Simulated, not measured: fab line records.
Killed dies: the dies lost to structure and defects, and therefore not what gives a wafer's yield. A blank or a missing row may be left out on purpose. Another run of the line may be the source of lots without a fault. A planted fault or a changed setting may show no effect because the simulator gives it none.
What tool caused it? :: flow nand_harc :: 16 wafers from 6 lots sampled at 5 of the route's 1302 steps

## WHAT THE GAUGES READ, wafer by wafer
NHARC_END_SORT_01.
lot :: measured :: on :: killed_at_array

## WHAT TOOL EACH LOT RAN ON (gives the tool, then ch and the chambers of the sampled wafers, and finally the start)
lot: L483
NHARC_A_CHANNEL_HOLE_D1_ETCH_25: har_etch-01 ch 0,1, day 9 15:34
NHARC_A_CHANNEL_HOLE_D1_STRIP_27: rie_diel-06 ch 2,3, day 10 19:25 or earlier
NHARC_A_CHANNEL_FILL_D1_STRIP_28: rie_diel-07 ch 0,1,2, day 10 19:25
NHARC_A_DECK1_JOINT_ETCHBACK_07: rie_si-02 ch 1,2, day 11 19:01

lot: L486
NHARC_A_CHANNEL_HOLE_D1_ETCH_25: har_etch-01 ch 0,1, day 10 14:17
NHARC_A_CHANNEL_HOLE_D1_STRIP_27: rie_diel-06 ch 1,3, day 11 17:38 or earlier
NHARC_A_CHANNEL_FILL_D1_STRIP_28: rie_diel-09 ch 0,2,3, day 11 17:38
NHARC_A_DECK1_JOINT_ETCHBACK_07: rie_si-01 ch 0,1,2, day 12 17:27

lot: L488
NHARC_A_CHANNEL_HOLE_D1_ETCH_25: har_etch-01 ch 0,1, day 11 06:41
NHARC_A_CHANNEL_HOLE_D1_STRIP_27: rie_diel-06 ch 1,3, day 12 13:49 or earlier
NHARC_A_CHANNEL_FILL_D1_STRIP_28: rie_diel-07 ch 2,3, day 12 13:49
NHARC_A_DECK1_JOINT_ETCHBACK_07: rie_si-02 ch 1,2, day 13 13:53

lot: L498
NHARC_A_CHANNEL_HOLE_D1_ETCH_25: har_etch-01 ch 1, day 15 13:16
NHARC_A_CHANNEL_HOLE_D1_STRIP_27: rie_diel-04 ch 3, day 16 22:53 or earlier
NHARC_A_CHANNEL_FILL_D1_STRIP_28: rie_diel-09 ch 0, day 16 22:53
NHARC_A_DECK1_JOINT_ETCHBACK_07: rie_si-01 ch 3, day 17 22:56

lot: L502
NHARC_A_CHANNEL_HOLE_D1_ETCH_25: har_etch-01 ch 0,1, day 17 05:10
NHARC_A_CHANNEL_HOLE_D1_STRIP_27: rie_diel-02 ch 0,1,3, day 18 09:06 or earlier
NHARC_A_CHANNEL_FILL_D1_STRIP_28: rie_diel-07 ch 0,1,2, day 18 09:06
NHARC_A_DECK1_JOINT_ETCHBACK_07: rie_si-05 ch 0,1,3, day 19 08:41

lot: L503
NHARC_A_CHANNEL_HOLE_D1_ETCH_25: har_etch-02 ch 0,1, day 18 07:46
NHARC_A_CHANNEL_HOLE_D1_STRIP_27: rie_diel-06 ch 1,2, day 19 12:55 or earlier
NHARC_A_CHANNEL_FILL_D1_STRIP_28: rie_diel-10 ch 1,2, day 19 12:55
NHARC_A_DECK1_JOINT_ETCHBACK_07: rie_si-02 ch 0,3, day 20 14:10
- NHARC_A_CHANNEL_HOLE_D1_ETCH_25: etches the open film in C4F8/O2/Ar, time 1040.2 s, target depth 1500 nm.
- NHARC_A_CHANNEL_HOLE_D1_STRIP_27: strips in O2.
- NHARC_A_CHANNEL_FILL_D1_STRIP_28: strips in O2, time 20 s.
- NHARC_A_DECK1_JOINT_ETCHBACK_07: etches the open film in HBr, target depth 105 nm, time 26.9 s.

## THE ANSWER, worked out from the rows above alone
Rule: the lots themselves supply what counts as usual. The widest of any qualifying gaps counts: lots, ordered by their means at a reading, are off when they make up no more than a third of the lots, leave a main group of 4 or more, and stand apart from it by 3 or more times the standard deviation of that group's means. If all means in a main group match to the digits the tables above print for the reading, that group is not used. A lot without any number at a reading at which 4 lots or more have one is off too. Any other lot the step has rows for is counted as sound.
Nothing can be told from this: no lot is off at any reading shown.

## WHAT THE SIMULATOR HAD PUT IN
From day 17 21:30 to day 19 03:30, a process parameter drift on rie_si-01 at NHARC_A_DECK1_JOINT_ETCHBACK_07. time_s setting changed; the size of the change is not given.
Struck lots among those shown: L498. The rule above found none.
